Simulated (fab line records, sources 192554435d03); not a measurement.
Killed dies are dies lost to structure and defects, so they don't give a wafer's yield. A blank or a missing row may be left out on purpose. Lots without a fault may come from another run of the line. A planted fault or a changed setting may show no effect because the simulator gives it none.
Chamber matching | flow n5_finfet | N5_BEOL_M11_ILD_DEP_00 on pecvd-01: 3 sister chambers
The step deposits SiCOH lowk from DEMS/porogen, target thk 308.51 nm, time 58 s. 18 wafers are shown with their chamber, then 9 later ones without.

WAFERS WITH THEIR CHAMBER
wafer  | chamber | heater_power_w (W) | throttle_valve_pct (%) | heater_power_outer_w (W)
L074.3 | 0       | 292                | 14.5                   | 130
L074.4 | 1       | 366                | 12.9                   | 171
L074.5 | 0       | 296                | 14.7                   | 135
L078.1 | 0       | 300                | 14.7                   | 137
L078.4 | 0       | 305                | 14.9                   | 141
L078.6 | 1       | 350                | 13.2                   | 152
L079.2 | 0       | 284                | 14.9                   | 127
L079.3 | 2       | 235                | 12.8                   | 98
L079.4 | 1       | 356                | 13.2                   | 164
L081.1 | 2       | 212                | 13.0                   | 80
L081.2 | 0       | 278                | 14.7                   | 114
L081.6 | 1       | 362                | 13.2                   | 169
L082.1 | 0       | 283                | 14.7                   | 123
L082.3 | 2       | 209                | 13.2                   | 79
L082.6 | 2       | 216                | 13.2                   | 82
L084.1 | 0       | 303                | 14.8                   | 133
L084.3 | 1       | 336                | 13.3                   | 158
L084.5 | 1       | 345                | 13.0                   | 158

SIGNATURES (means of the wafers above)
reading              | chamber 0 | chamber 1 | chamber 2 | scatter within a chamber
heater_power_w       | 292.62    | 352.50    | 218.00    | 10.8
throttle_valve_pct   | 14.738    | 13.133    | 13.050    | 0.151
heater_power_outer_w | 130.00    | 162.00    | 84.75     | 8.26
Rule: a wafer's distance from a chamber is the root of the sum, over the readings, of the square of ((its reading less the chamber's mean) divided by the reading's scatter). The wafer belongs to the nearest chamber; if the next one is less than 2 further off, it can't be placed. The scatter: the root of (the sum of the squares of (reading less its chamber's mean) over the shown wafers, divided by (wafers less chambers)).

WAFERS WITHOUT THEIR CHAMBER
wafer  | heater_power_w (W) | throttle_valve_pct (%) | heater_power_outer_w (W)
L090.2 | 214                | 12.9                   | 82
L090.3 | 293                | 14.9                   | 134
L090.6 | 216                | 13.2                   | 89
L095.1 | 300                | 15.0                   | 134
L095.3 | 207                | 13.1                   | 79
L095.6 | 366                | 13.0                   | 166
L097.2 | 315                | 13.2                   | 132
L097.3 | 206                | 13.6                   | 76
L097.6 | 284                | 14.8                   | 119

WHICH CHAMBER EACH WENT THROUGH
wafer  | from the rows above | in truth
L090.2 | 2                   | 2
L090.3 | 0                   | 0
L090.6 | 2                   | 2
L095.1 | 0                   | 0
L095.3 | 2                   | 2
L095.6 | 1                   | 1
L097.2 | 1                   | 1
L097.3 | 2                   | 2
L097.6 | 0                   | 0
Placed correctly: 9 of 9. Can't be placed from these rows: 0. Placed wrongly: 0.
